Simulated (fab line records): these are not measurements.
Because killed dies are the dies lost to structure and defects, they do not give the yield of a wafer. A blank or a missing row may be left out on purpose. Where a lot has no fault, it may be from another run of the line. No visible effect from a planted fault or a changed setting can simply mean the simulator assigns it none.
Which tool is to blame? || flow n5Finfet || Sampling: 11 lots, 33 wafers, 2 of 1938 route steps

== WHAT THE GAUGES SHOWED, per wafer ==
N5_SDB_CD_MEAS_11: the cd target is 50 nm.
{"lot": "L075", "measured": "day 3 22:16", "on": "cdSem-03", "cdNm (nm)": "49.0 49.1 49.6"}
{"lot": "L077", "measured": "day 4 11:53", "on": "cdSem-02", "cdNm (nm)": "50.2 51.7 50.6"}
{"lot": "L079", "measured": "day 4 22:46", "on": "cdSem-03", "cdNm (nm)": "50.2 50.4 49.5"}
{"lot": "L082", "measured": "day 5 16:08", "on": "cdSem-03", "cdNm (nm)": "49.6 49.8 51.2"}
{"lot": "L085", "measured": "day 6 17:21", "on": "cdSem-02", "cdNm (nm)": "50.7 50.1 51.2"}
{"lot": "L087", "measured": "day 7 20:58", "on": "cdSem-02", "cdNm (nm)": "51.3 49.3 50.1"}
{"lot": "L089", "measured": "day 7 23:10", "on": "cdSem-03", "cdNm (nm)": "48.9 49.4 49.6"}
{"lot": "L091", "measured": "day 8 03:56", "on": "cdSem-03", "cdNm (nm)": "51.6 50.1 50.5"}
{"lot": "L093", "measured": "day 8 14:38", "on": "cdSem-02", "cdNm (nm)": "50.0 50.8 50.1"}
{"lot": "L095", "measured": "day 9 00:55", "on": "cdSem-02", "cdNm (nm)": "50.4 51.4 50.3"}
{"lot": "L097", "measured": "day 9 17:54", "on": "cdSem-01", "cdNm (nm)": "49.3 49.9 50.5"}

== EACH LOT AND THE TOOL THAT RAN IT (in order: tool; ch and the chambers of the sampled wafers; start) ==
{"lot": "L075", "N5_SD_EPI_P_ETCHBACK_46": "rieDiel-04 ch 1,2,3, day 3 11:35"}
{"lot": "L077", "N5_SD_EPI_P_ETCHBACK_46": "rieDiel-01 ch 0,1,3, day 4 01:00"}
{"lot": "L079", "N5_SD_EPI_P_ETCHBACK_46": "rieDiel-01 ch 0,3, day 4 11:14"}
{"lot": "L082", "N5_SD_EPI_P_ETCHBACK_46": "rieDiel-01 ch 0,2, day 5 05:09"}
{"lot": "L085", "N5_SD_EPI_P_ETCHBACK_46": "rieDiel-01 ch 1,2,3, day 6 06:16"}
{"lot": "L087", "N5_SD_EPI_P_ETCHBACK_46": "rieDiel-03 ch 1,2,3, day 6 19:38"}
{"lot": "L089", "N5_SD_EPI_P_ETCHBACK_46": "rieDiel-01 ch 1,2,3, day 7 04:13"}
{"lot": "L091", "N5_SD_EPI_P_ETCHBACK_46": "rieDiel-01 ch 0,1, day 7 17:15"}
{"lot": "L093", "N5_SD_EPI_P_ETCHBACK_46": "rieDiel-03 ch 1,2,3, day 8 02:53"}
{"lot": "L095", "N5_SD_EPI_P_ETCHBACK_46": "rieDiel-04 ch 0,1,2, day 8 13:11"}
{"lot": "L097", "N5_SD_EPI_P_ETCHBACK_46": "rieDiel-01 ch 1,2, day 9 07:14"}
- N5_SD_EPI_P_ETCHBACK_46: etches SiNx in CH3F/O2, stops on SiO2, target depth 17.5 nm.

== THE ANSWER, worked out from the rows above alone ==
Rule: the usual values come from the lots themselves. Put in order of their means at a reading, lots are off if they are a third of the lots or fewer, leave a main group of 4 or more, and stand apart from it by a gap of 3 or more times the standard deviation of the main group's means; of several such gaps the widest counts. A main group whose means are all the same, to the digits that the tables above print for the reading, isn't used. Also off: a lot with no number at a reading for which 4 or more lots have one. Any other lot the step has rows for is counted as sound.
Nothing can be told from this: no lot is off at any reading shown.

== WHAT THE SIMULATOR HAD PUT IN ==
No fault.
